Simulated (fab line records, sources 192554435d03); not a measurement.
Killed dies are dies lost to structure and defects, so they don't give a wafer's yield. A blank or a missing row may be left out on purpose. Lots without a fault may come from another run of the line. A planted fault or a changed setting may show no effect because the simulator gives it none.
Chamber matching | flow n5_finfet | N5_ILD0_CMP_12 on cmp-03: 4 sister chambers
The step polishes SiNx, stops on poly-Si, t overpolish 6 s, target thk 17.67 nm. 4 wafers are shown with their chamber, then 7 later ones without.

WAFERS WITH THEIR CHAMBER
wafer  | chamber | motor_current_A (A)
L620.4 | 1       | 8.8
L620.6 | 3       | 8.4
L622.2 | 2       | 9.3
L622.4 | 0       | 11.2

WAFERS WITHOUT THEIR CHAMBER
wafer  | motor_current_A (A)
L622.5 | 8.8
L632.1 | 8.7
L632.2 | 11.1
L632.3 | 9.2
L636.3 | 10.9
L636.5 | 11.6
L636.6 | 8.6

WHICH CHAMBER EACH WENT THROUGH
wafer  | from the rows above     | in truth
L622.5 | can't be placed: 1 or 3 | 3
L632.1 | can't be placed: 1 or 3 | 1
L632.2 | 0                       | 0
L632.3 | can't be placed: 2 or 1 | 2
L636.3 | 0                       | 0
L636.5 | 0                       | 0
L636.6 | can't be placed: 3 or 1 | 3
Placed correctly: 3 of 7. Can't be placed from these rows: 4 (the true chamber is among the candidates in 4). Placed wrongly: 0.
How it was worked out, from the rows above alone: a wafer's distance from a chamber is the root of the sum, over the readings, of the square of ((its reading less the chamber's mean) divided by the reading's scatter). The wafer belongs to the nearest chamber; if the next one is less than 2 further off, it can't be placed. A chamber's mean is the mean of its shown wafers. The scatter: with one shown wafer a chamber, the root of the mean of the squares of how far each hidden wafer lies from its nearest shown one.
